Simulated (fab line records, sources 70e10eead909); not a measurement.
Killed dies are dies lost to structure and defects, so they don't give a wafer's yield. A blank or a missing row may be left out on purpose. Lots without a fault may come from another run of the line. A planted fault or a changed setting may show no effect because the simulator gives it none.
Which tool did it? | flow nand_harc | 11 lots, 33 wafers sampled, at 2 steps of a route of 1159

WHAT THE GAUGES READ, wafer by wafer
NHARC_A_ONON_D1_THK_MEAS_21: measures by ellipsometry.
lot  | measured     | on            | thk_nm (nm)
L075 | day 8 09:44  | film_metro-02 | 992 992 993
L079 | day 9 08:11  | film_metro-01 | 1016 1017 1015
L078 | day 9 07:59  | film_metro-01 | 1001 1002 1003
L080 | day 9 20:58  | film_metro-01 | 1004 1003 1001
L082 | day 10 08:23 | film_metro-01 | 1012 1013 1013
L084 | day 12 07:14 | film_metro-02 | 1015 1013 1014
L087 | day 12 11:25 | film_metro-01 | 994 994 994
L091 | day 12 11:12 | film_metro-01 | 983 983 984
L092 | day 12 18:47 | film_metro-02 | 1012 1014 1013
L094 | day 12 23:04 | film_metro-01 | 993 992 992
L096 | day 13 03:43 | film_metro-02 | 1004 1004 1002

WHICH TOOL RAN EACH LOT (tool, then ch and the chambers of the sampled wafers, then the start)
lot  | NHARC_P_M2_ETCH_28
L075 | rie_diel-09 ch 1,2, day 8 09:44 or earlier
L079 | rie_diel-09 ch 0,1,2, day 9 08:11 or earlier
L078 | rie_diel-13 ch 1,2,3, day 9 07:59 or earlier
L080 | rie_diel-09 ch 0,1, day 9 20:58 or earlier
L082 | rie_diel-11 ch 1,2,3, day 10 08:23 or earlier
L084 | rie_diel-09 ch 1,2, day 12 07:14 or earlier
L087 | rie_diel-09 ch 0,1,3, day 12 11:25 or earlier
L091 | rie_diel-09 ch 1,2,3, day 12 11:12 or earlier
L092 | rie_diel-13 ch 1,2,3, day 12 18:47 or earlier
L094 | rie_diel-09 ch 0,1,2, day 12 23:04 or earlier
L096 | rie_diel-09 ch 0,2,3, day 13 03:43 or earlier
- NHARC_P_M2_ETCH_28: etches the open film in CF4/N2, target depth 30 nm, time 72.99 s.

THE ANSWER, worked out from the rows above alone
Rule: what is usual is taken from the lots themselves. Put in order of their means at a reading, lots are off if they are a third of the lots or fewer, leave a main group of 4 or more, and stand apart from it by a gap of 3 or more times the standard deviation of the main group's means; of several such gaps the widest counts. A main group whose means are all the same, to the digits that the tables above print for the reading, isn't used. A lot without any number at a reading at which 4 lots or more have one is off too. The other lots that the step has rows for count as sound.
No lot is off at any reading shown: from this, nothing can be told.

WHAT THE SIMULATOR HAD PUT IN
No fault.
